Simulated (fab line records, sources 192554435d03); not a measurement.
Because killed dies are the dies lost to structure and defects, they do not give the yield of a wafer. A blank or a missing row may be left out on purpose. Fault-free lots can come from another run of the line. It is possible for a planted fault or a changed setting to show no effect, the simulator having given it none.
fab line records    flow n5_finfet
[record] lots = 5  wafers = 15  last_day = 19
route steps=1938 shown BEOL_M4@1062 PASSIVATION@1936
lots that met no fault: taken from a fault-free run of the same line
start_h: hours from the record's first day to the start of the lot's first wafer shown    wait_h: time in hours since the lot's previous step    " as in the row above    L1.1+2: a row that stands for several wafers    - either no value or no given start    * or withheld: withheld    < > ~ a bound
route shown NAME@n: a module of which the file shows steps, and the number in the route of the first    usual: mean/standard deviation taken from wafers without a fault    same: alike in all rows    chamber/n: place in a boat    sites: the reading at each site    _std_site: the standard deviation of these    _edge_site: inner sites' mean taken away from outer sites' mean    radius_mm: how far each site lies from the wafer's centre    mask NAME#n: copy n    behind: the most recent tool/chamber to have shaped the wafer    hold: what put the lot on hold/how long, in hours/how the hold closed    device: names the non-switching transistor (n, p or np)    end of line: at the end of the route, the tests of the same wafers    where a step has no rows: the recipe by itself    killed: not the wafer's yield, but the dies lost to structure and defects at the first sort    map: a wafer's dies, marking killed ones x, the rest . and places with no die _
set.NAME: the setting as run; set.NAME@STEP: as run at that earlier step    model.NAME: the simulator's own value behind a step, which no gauge read
lots at some steps of the route; a table a step, a row a wafer
services: a tool's chamber out of use, with start hour (start_h, from the record's first day; less than 0 if before it), hours out, and reason
[[steps]]
[step N5_BEOL_M4_ALD_98]
[recipe] material = SiO2  target_thk_a = 25  temp_c = 100  ald_precursor_family = BDEAS  ald_co_reactant = O2-plasma  pulse_time_s = 1  co_reactant_pulse_time_s = 1  purge_time_s = 2  co_reactant_purge_time_s = 2  ald_cycles = 17  pressure_torr = 2
[step N5_BEOL_M4_ETCHBACK_99]
[recipe] chemistry = CHF3  target = SiO2  target_depth_a = 50  time_s = 10.4  source_w = 215  bias_w = 47  Ar_flow_sccm = 200  CHF3_flow_sccm = 12  ion_energy_ev = 100  pressure_mtorr = 30
[usual] drypump_motor_current_A = 5.7/0.44  oes_product_au = 0.79/0.087  rf_vpp_V = 239/4.1  showerhead_plenum_p_Torr = 2.17/0.043  throttle_valve_pct = 17.04/0.18
lot.wafer  tool         chamber  start_h  wait_h  drypump_motor_current_A  oes_product_au  rf_hours_counter_h  rf_vpp_V  showerhead_plenum_p_Torr  throttle_valve_pct
L674.1     rie_diel-06  0        193.70   27.0    5.8                      0.90            37                  243       2.18                      16.91
L674.2     "            1        "        "       5.7                      0.85            43                  239       2.19                      16.82
L674.4     "            3        "        "       5.8                      0.73            180                 233       2.13                      17.12
L675.1     rie_diel-02  1        196.94   29.6    4.9                      0.68            230                 239       2.13                      17.23
L675.4     "            0        "        "       5.2                      0.70            229                 237       2.20                      17.38
L675.6     "            3        "        "       6.3                      0.94            -                   241       2.27                      16.84
L680.2     rie_diel-02  1        234.14   7.7     5.0                      0.67            244                 239       2.13                      17.25
L680.3     "            3        "        "       6.3                      0.89            35                  242       2.26                      16.86
L680.4     "            3        "        "       6.4                      0.89            -                   241       2.26                      16.88
L684.2     rie_diel-02  2        247.06   0.7     5.8                      0.82            67                  235       2.17                      16.96
L684.3     "            3        "        "       6.3                      0.88            41                  241       2.26                      16.87
L684.4     "            0        "        "       5.2                      0.67            249                 237       2.20                      17.42
L696.2     rie_diel-05  0        338.28   16.3    6.2                      0.68            230                 241       2.12                      17.36
L696.5     "            3        "        "       5.3                      0.81            -                   235       2.16                      16.92
L696.6     "            0        "        "       6.2                      0.67            -                   240       2.12                      17.37
[step N5_BEOL_M4_ETCH_70]
[recipe] chemistry = N2/H2  target = SOC  target_depth_a = 800  overetch_a = 240  mask_material = SiARC  temp_c = 40  time_s = 130  ion_energy_ev = 200  pressure_mtorr = 30  source_w = 840  bias_w = 150  n2_flow_sccm = 200  h2_flow_sccm = 200
[step N5_BEOL_M4_STRIP_71]
[recipe] chemistry = N2/H2  temp_c = 40  n2_flow_sccm = 200  h2_flow_sccm = 200  rf_frequency_hz = 6e+07
[step N5_BEOL_M4_STRIP_78]
[recipe] chemistry = N2/H2  temp_c = 40  n2_flow_sccm = 200  h2_flow_sccm = 200  rf_frequency_hz = 6e+07
[step N5_BEOL_M4_VIA_ETCH_34]
[recipe] chemistry = C4F6/O2  target_depth_a = 694  mask_material = SOC  pressure_mtorr = 15  ion_energy_ev = 250  taper_deg = 4  time_s = 65.9  source_w = 350  bias_w = 170  Ar_flow_sccm = 300  C4F6_flow_sccm = 10  O2_flow_sccm = 10
[step N5_BEOL_M4_STRIP_83]
[recipe] chemistry = C4F6/O2  resist = SiARC  rf_frequency_hz = 6e+07
[step N5_BEOL_M4_STRIP_36]
[recipe] chemistry = N2/H2  power_w = 450  temp_c = 40  pressure_mtorr = 20  rf_frequency_hz = 6e+07  overash_fraction = 0.3  bias_power_w = 7  h2_frac = 0.5  n2_flow_sccm = 200  h2_flow_sccm = 200
[step N5_BEOL_M4_TRENCH_ETCH_37]
[recipe] chemistry = C4F6/O2  target_depth_a = 555.55  target = SiOC  time_s = 29.2  ion_energy_ev = 250  pressure_mtorr = 30  source_w = 355  bias_w = 185  Ar_flow_sccm = 300  C4F6_flow_sccm = 10  O2_flow_sccm = 10
[step N5_BEOL_M4_ETCH_41]
[recipe] chemistry = CH3F/O2  target = SiCN  target_depth_a = 299  taper_deg = 2  time_s = 52.5  ion_energy_ev = 120  mask_material = TiN  pressure_mtorr = 30  source_w = 395  bias_w = 75  Ar_flow_sccm = 150  CH3F_flow_sccm = 30  O2_flow_sccm = 20
[step N5_BEOL_M4_STRIP_97]
[recipe] chemistry = N2/H2  time_s = 10  power_w = 450  temp_c = 40  pressure_mtorr = 20  rf_frequency_hz = 6e+07  bias_power_w = 7  n2_flow_sccm = 200  h2_flow_sccm = 200
[step N5_BEOL_M4_OCD_MEAS_38]
[usual] trench_depth_nm = 55.3/1
lot.wafer  tool    chamber  start_h  wait_h  trench_depth_nm
L674.1     ocd-01  -        194.10   -       56.4
L674.2     "       -        "        "       56.1
L674.4     "       -        "        "       54.5
L675.1     ocd-02  -        197.34   -       54.3
L675.4     "       -        "        "       54.2
L675.6     "       -        "        "       57.1
L680.2     ocd-02  -        234.53   -       54.9
L680.3     "       -        "        "       56.2
L680.4     "       -        "        "       57.1
L684.2     ocd-01  -        247.46   -       55.3
L684.3     "       -        "        "       56.4
L684.4     "       -        "        "       53.9
L696.2     ocd-02  -        338.68   -       54.6
L696.5     "       -        "        "       56.7
L696.6     "       -        "        "       54.2
[step N5_BEOL_M4_HM_STRIP_39]
[recipe] chemistry = peroxide_tin_strip  material = TiN  target_depth_a = 250  temp_c = 50  time_s = 158
lot.wafer   tool          chamber  start_h  wait_h
L674.1+2+4  wet_bench-05  1,2,0    194.13   0.0
L675.1+4+6  wet_bench-03  4,0,5    197.37   0.0
L680.2+3+4  wet_bench-06  7,2,1    234.56   0.0
L684.2+3+4  wet_bench-03  0,2,1    247.49   0.0
L696.2+5+6  wet_bench-06  7,4,6    338.71   0.0
[step N5_BEOL_M4_SRD_40]
[recipe] time_s = 30  temp_c = 23  rinse_liquid = diw  dry = ipa_marangoni
[step N5_BEOL_M4_PRECLEAN_42]
[recipe] chemistry = residue_remover  time_s = 60  temp_c = 40
[step N5_BEOL_M4_SRD_43]
[recipe] time_s = 30  temp_c = 23  rinse_liquid = diw  dry = ipa_marangoni
[step N5_BEOL_M4_CD_MEAS_35]
[recipe] target_cd_nm = 18  target_cd_y_nm = 22.4  polarity = opening
[usual] cd_nm = 17.9/0.37
lot.wafer  tool       chamber  start_h  wait_h  cd_nm
L674.1     cd_sem-03  -        194.25   0.0     18.1
L674.2     "          -        "        "       17.8
L674.4     "          -        "        "       17.7
L675.1     cd_sem-02  -        197.59   0.0     17.9
L675.4     "          -        "        "       17.8
L675.6     "          -        "        "       17.4
L680.2     cd_sem-01  -        234.78   0.0     18.7
L680.3     "          -        "        "       18.2
L680.4     "          -        "        "       18.1
L684.2     cd_sem-01  -        247.61   0.0     18.6
L684.3     "          -        "        "       17.3
L684.4     "          -        "        "       18.0
L696.2     cd_sem-02  -        338.85   0.0     17.9
L696.5     "          -        "        "       17.8
L696.6     "          -        "        "       17.9
[step N5_BEOL_M4_DEGAS_44]
[recipe] ambient = vacuum  temp_c = 250  time_s = 60
[step N5_BEOL_M4_PRE_CLEAN_45]
[recipe] gas = H2/He  time_s = 30  temp_c = 250
[step N5_BEOL_M4_ALD_84]
[recipe] material = TaN  target_thk_a = *  temp_c = 275  ald_precursor_family = PDMAT  ald_co_reactant = NH3  pressure_torr = 3  carrier_flow_sccm = 1500  pulse_time_s = 2  purge_time_s = 3  co_reactant_purge_time_s = 2  co_reactant_pulse_time_s = 3  ald_cycles = 30  precursor_vessel_temp_c = 75  precursor_vessel_pressure_torr = 26.25  precursor_vessel_carrier_sccm = 1000
[step N5_BEOL_M4_SURFACE_TREAT_85]
[recipe] gas = Ar  time_s = *  ion_energy_ev = *  ion_current_ma_cm2 = 0.5  pressure_mtorr = *  ar_flow_sccm = 30
[step N5_BEOL_M4_CVD_47]
[recipe] material = Co  target_thk_a = 30  temp_c = withheld  precursor = CCTBA/H2  pressure_torr = 30  time_s = 223.8
[step N5_BEOL_M4_SPUTTER_48]
[recipe] material = Cu  target_thk_a = 45  temp_c = -20  chamber_pressure_pa = 0.07  power_w = withheld  time_s = 8.29
[step N5_BEOL_M4_ANNEAL_49]
[recipe] temp_c = 400  time_s = 240  ambient = vacuum
[step N5_BEOL_M4_SPUTTER_79]
[recipe] material = Cu  target_thk_a = 45  temp_c = -20  chamber_pressure_pa = 0.07  power_w = withheld  time_s = 8.29
[usual] throttle_valve_pct = 30.0/0.96
lot.wafer  tool            chamber  start_h  wait_h  throttle_valve_pct
L674.1     pvd_sputter-03  -        195.63   0.1     29.6
L674.2     "               -        "        "       28.8
L674.4     "               -        "        "       30.3
L675.1     pvd_sputter-01  -        200.40   0.1     29.9
L675.4     "               -        "        "       29.2
L675.6     "               -        "        "       28.8
L680.2     pvd_sputter-02  -        235.95   0.1     31.0
L680.3     "               -        "        "       29.7
L680.4     "               -        "        "       29.8
L684.2     pvd_sputter-01  -        250.07   0.1     29.5
L684.3     "               -        "        "       31.7
L684.4     "               -        "        "       28.9
L696.2     pvd_sputter-03  -        340.05   0.1     29.8
L696.5     "               -        "        "       31.0
L696.6     "               -        "        "       28.2
[step N5_BEOL_M4_ANNEAL_80]
[recipe] temp_c = 400  time_s = 240  ambient = vacuum
[step N5_BEOL_M4_SPUTTER_81]
[recipe] material = Cu  target_thk_a = 45  temp_c = -20  chamber_pressure_pa = 0.07  power_w = withheld  time_s = 8.29
[step N5_BEOL_M4_ANNEAL_82]
[recipe] temp_c = 400  time_s = 240  ambient = vacuum
[step N5_BEOL_M4_SPUTTER_86]
[recipe] material = Cu  target_thk_a = 45  temp_c = -20  chamber_pressure_pa = 0.07  power_w = withheld  time_s = 8.29
[step N5_BEOL_M4_ANNEAL_87]
[recipe] temp_c = 400  time_s = 240  ambient = vacuum
[usual] heater_power_w = 858/93
lot.wafer  tool            chamber  start_h  wait_h  heater_power_w
L674.1     pvd_sputter-03  -        196.15   0.0     832
L674.2     "               -        "        "       879
L674.4     "               -        "        "       800
L675.1     pvd_sputter-01  -        200.97   0.0     904
L675.4     "               -        "        "       922
L675.6     "               -        "        "       957
L680.2     pvd_sputter-02  -        236.47   0.0     726
L680.3     "               -        "        "       1042
L680.4     "               -        "        "       728
L684.2     pvd_sputter-01  -        250.59   0.0     935
L684.3     "               -        "        "       793
L684.4     "               -        "        "       981
L696.2     pvd_sputter-03  -        340.57   0.0     830
L696.5     "               -        "        "       769
L696.6     "               -        "        "       881
[step N5_BEOL_M4_SPUTTER_88]
[recipe] material = Cu  target_thk_a = 45  temp_c = -20  chamber_pressure_pa = 0.07  power_w = withheld  time_s = 8.29
[step N5_BEOL_M4_ANNEAL_89]
[recipe] temp_c = 400  time_s = 240  ambient = vacuum
[step N5_BEOL_M4_SPUTTER_90]
[recipe] material = Cu  target_thk_a = 45  temp_c = -20  chamber_pressure_pa = 0.07  power_w = withheld  time_s = 8.29
[step N5_BEOL_M4_ANNEAL_91]
[recipe] temp_c = 400  time_s = 240  ambient = vacuum
[usual] heater_power_w = 857/93
lot.wafer  tool            chamber  start_h  wait_h  heater_power_w
L674.1     pvd_sputter-03  -        196.59   0.0     822
L674.2     "               -        "        "       891
L674.4     "               -        "        "       783
L675.1     pvd_sputter-01  -        201.44   0.0     879
L675.4     "               -        "        "       914
L675.6     "               -        "        "       980
L680.2     pvd_sputter-02  -        236.91   0.0     722
L680.3     "               -        "        "       1060
L680.4     "               -        "        "       731
L684.2     pvd_sputter-01  -        251.03   0.0     915
L684.3     "               -        "        "       793
L684.4     "               -        "        "       970
L696.2     pvd_sputter-03  -        341.01   0.0     819
L696.5     "               -        "        "       764
L696.6     "               -        "        "       887
[step N5_BEOL_M4_SPUTTER_92]
[recipe] material = Cu  target_thk_a = 45  temp_c = -20  chamber_pressure_pa = 0.07  power_w = withheld  time_s = 8.29
[step N5_BEOL_M4_ANNEAL_93]
[recipe] temp_c = 400  time_s = 240  ambient = vacuum
[step N5_BEOL_M4_SPUTTER_94]
[recipe] material = Cu  target_thk_a = 45  temp_c = -20  chamber_pressure_pa = 0.07  power_w = withheld  time_s = 8.29
[step N5_BEOL_M4_ANNEAL_95]
[recipe] temp_c = 400  time_s = 240  ambient = vacuum
[step N5_BEOL_M4_SPUTTER_96]
[recipe] material = Cu  target_thk_a = 45  temp_c = -20  chamber_pressure_pa = 0.07  power_w = withheld  time_s = 8.29
[step N5_BEOL_M4_ECD_50]
[recipe] material = Cu  target_thk_a = 3000
[step N5_BEOL_M4_ANNEAL_51]
[recipe] temp_c = 225  time_s = 90  ambient = N2
[step N5_BEOL_M4_CMP_52]
[recipe] stop_on = SiOC  t_overpolish_s = 6.8  down_force_psi = 1  platen_rpm = 50  clearing_platen_down_force_psi = 1.5  clearing_platen_rpm = 50  post_cmp_clean = cu_alkaline  target_thk_nm = 40  clearing_platen_pad_velocity_m_s = 0.99484  pad_velocity_m_s = 0.99484
[usual] barrier_field_endpoint_s = 24.6/0.6  motor_current_A = 6.1/0.62  overpolish_run_s = 6.800/0.0093  time_to_endpoint_s = 62/3.1
[same] t_overpolish_s = 6.8
lot.wafer  tool    chamber  start_h  wait_h  barrier_field_endpoint_s  motor_current_A  overpolish_run_s  time_to_endpoint_s
L674.1     cmp-04  1        199.12   0.3     25.2                      6.0              6.808             66
L674.2     "       2        "        "       24.8                      6.3              6.806             60
L674.4     "       0        "        "       25.6                      5.9              6.792             64
L675.1     cmp-04  0        203.05   0.3     25.2                      5.9              6.800             65
L675.4     "       2        "        "       24.8                      6.1              6.794             64
L675.6     "       1        "        "       24.4                      5.7              6.784             61
L680.4     cmp-01  0        238.27   0.2     23.7                      7.2              6.803             60
L680.3     "       1        "        "       23.5                      6.1              6.795             59
L680.2     "       2        "        "       23.4                      5.2              6.811             60
L684.2     cmp-01  3        252.11   0.2     24.5                      6.0              6.791             64
L684.3     "       0        "        "       23.4                      7.3              6.814             57
L684.4     "       1        "        "       24.1                      6.7              6.783             57
L696.2     cmp-04  3        342.11   0.2     25.0                      6.1              6.804             70
L696.5     "       3        "        "       24.6                      6.6              6.796             63
L696.6     "       0        "        "       25.8                      6.0              6.795             67
[step N5_PASSIVATION_PROBE_49]
[usual] defect_limited_yield = 91.6/1.4  killed_at_M0_to_M3 = 33/10  killed_at_M4_up = 13/5.3  killed_at_contacts = 13/5.9  killed_at_front_end = 36/12  killed_at_other = 4/3.1  killed_dies = 99/16  killed_open = 65/13  killed_short = 32/7.3  sort_bin_5_function = 4.9/0.9  sort_bin_6_memory = 3.1/0.66  sort_bin_8_speed = 0.0/0.42  sort_n_pass = 1081/17  sort_yield_pct = 91.6/1.4
[same] gross_dies = 1180  killed_at_back_side = 0  sort_bin_4_leakage[%] = 0
lot.wafer  tool       chamber  start_h  wait_h  defect_limited_yield[%]  killed_at_M0_to_M3  killed_at_M4_up  killed_at_contacts  killed_at_front_end  killed_at_other  killed_dies  killed_open  killed_short  sort_bin_5_function[%]  sort_bin_6_memory[%]  sort_bin_8_speed[%]  sort_n_pass  sort_yield_pct[%]
L684.2     prober-02  -        353.41   0.1     83.9                     35                  114              4                   35                   2                190          59           23            10.9                    2.6                   0                    990          83.9
L684.3     prober-02  -        353.46   0.1     92.9                     33                  10               18                  23                   0                84           50           32            4.4                     2.5                   0                    1096         92.9
L684.4     prober-02  -        353.51   0.2     92.6                     28                  8                21                  26                   4                87           52           35            4.7                     2.3                   0                    1093         92.6
// killed by level:class
L684.2 BEOL_M4:unspecified=107 FIN_SAQP:geometric_particle:open=9 BEOL_M0_SAQP:geometric_particle:short=9 BEOL_M1:geometric_particle:open=8 STI_FIN_REVEAL:geometric_particle:open=7 BEOL_M2:geometric_particle:open=5 BEOL_M3:geometric_particle:open=5 STI_FIN_REVEAL:geometric_particle:short=4
L684.3 MOL_CONTACT_COAG:geometric_particle:open=13 BEOL_M0_SAQP:geometric_particle:open=10 BEOL_M0_SAQP:geometric_particle:short=10 FIN_SAQP:geometric_particle:short=5 MOL_CONTACT_COAG:geometric_particle:short=5 STI_FIN_REVEAL:geometric_particle:open=4 FIN_SAQP:geometric_particle:open=3 DUMMY_GATE:geometric_particle:open=3
L684.4 MOL_CONTACT_COAG:geometric_particle:open=15 BEOL_M0_SAQP:geometric_particle:open=9 BEOL_M0_SAQP:geometric_particle:short=8 MOL_CONTACT_COAG:geometric_particle:short=6 FIN_SAQP:geometric_particle:open=5 GATE_CUT:geometric_particle:short=4 FIN_SAQP:geometric_particle:short=3 STI_FIN_REVEAL:geometric_particle:open=3
// map L684.2 (x killed, . not)
_________________........x...________________
______________........x........._____________
___________........................__________
__________....x....................._________
________...........x...........x......_______
_______................................______
______..............x..x.....x.....x...._____
_____...x...x..............x...........x.____
____..x.....................x.............___
___x.xxx..................x......x.....x...__
___xxxxxx.x.x.............x...x..........x.__
__xxxxxxxx...................x......x.xx...._
__xxxxxxxx.xx.x........xx....x......x.x....._
_xxxxxxxxxx.xx..............x.....x..........
_xxxxxxxxxx.x.................x..............
_xxxxxxxxxx.x..........x.....................
_xxxxxxxxxxx.x..x.....x...........x..........
_xxxxxxxxx.............................x....x
_xxxxxxxx....x........x...x..x..x......x.x...
_xxxxxxxx..x.........x.......................
_x..xxx..........x...x...............x....x..
__xxx.....x.....................x....x....x._
__x..x......................................_
___x......x.xx....x........................__
___...x.x................x..............x..__
____..x.x.................................___
_____................x..............xx...____
______...x...x........................x._____
_______......x.........................______
________.............................._______
__________.............x...........x_________
___________.......................x__________
______________.................x_____________
_________________.....x......________________
// map L675.4 (x killed, . not)
_________________...........x________________
______________...x........x.x..._____________
___________x...........x......x....__________
__________.....x..x..x.............x_________
________.....x..............x...x....._______
_______....xx...............x..........______
______...........x...................x.._____
_____....x...............................____
____................x............x........___
___.......x...........x....................__
___....x..x...xx.x.................x.....x.__
__..x...............x....................x.._
__........x................x...x............_
_....xx.....x................................
_...............x............................
_.......................x.....x........x.....
_..xx.x................................x.....
_.x..x.x......x....x..............x.......x..
_...........x....x............x.......x......
_..x............x..........................xx
_x........................x..................
__...............................x....x....._
__............................xx............_
___........................................__
___...x...x...............x..............x.__
____x..........x.x.....x......x...........___
_____.................x........x.........____
______...x.............................._____
_______...x...x............x...........______
________..........................x..._______
__________.........x........x.....x._________
___________........................__________
______________...x..x..........._____________
_________________...x...x....________________
[[services]]
tool         chamber  start_h  hours  kind
cmp-04       -        174.28   2.0    repair
rie_diel-02  0        190.66   4.0    repair
rie_diel-02  2        212.97   7.8    repair
cmp-01       -        232.11   4.0    pm
rie_diel-02  0        233.99   1.9    repair
cmp-01       -        236.11   -      consumable_replace:conditioner
cmp-01       -        236.11   -      consumable_replace:pad
rie_diel-02  0        250.82   -      clean
rie_diel-02  0        250.82   -      consumable_replace:focus_ring
rie_diel-02  0        250.82   18.0   scheduled_down
rie_diel-02  0        250.82   18.0   vent_cycle
rie_diel-02  1        269.00   -      clean
rie_diel-02  1        269.00   -      consumable_replace:focus_ring
rie_diel-02  1        269.00   33.2   scheduled_down
rie_diel-02  1        269.00   33.2   vent_cycle
rie_diel-02  2        274.60   2.7    repair
cmp-01       -        275.76   1.8    repair
rie_diel-05  2        276.14   -      clean
rie_diel-05  2        276.14   -      consumable_replace:focus_ring
rie_diel-05  2        276.14   16.3   scheduled_down
rie_diel-05  2        276.14   16.3   vent_cycle
cmp-04       -        314.51   2.5    repair
rie_diel-06  2        318.16   10.9   repair
cmp-01       -        331.94   3.6    pm
[[key]]
[first_sign] step = N5_PASSIVATION_PROBE_49  reading = killed_at_M4_up  direction = up  sigmas = 19  usual = 13  struck = 114
[effect] step = N5_PASSIVATION_PROBE_49  reading = defect_limited_yield  direction = down  sigmas = 5.5  usual = 91.6  struck = 83.9
[more_kills_born_at] N5_BEOL_M4_HM_STRIP_39@wet_bench-03 = 107
met_at N5_BEOL_M4_HM_STRIP_39
struck_wafers L684.2
onset_between 197.37 247.49
[fault] kind = chamber_particle_source  tool = wet_bench-03  chamber = 0  onset_h = 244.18  steps = N5_BEOL_M4_HM_STRIP_39  rate_per_visit_cm2 = 1.2731  end_h = 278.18
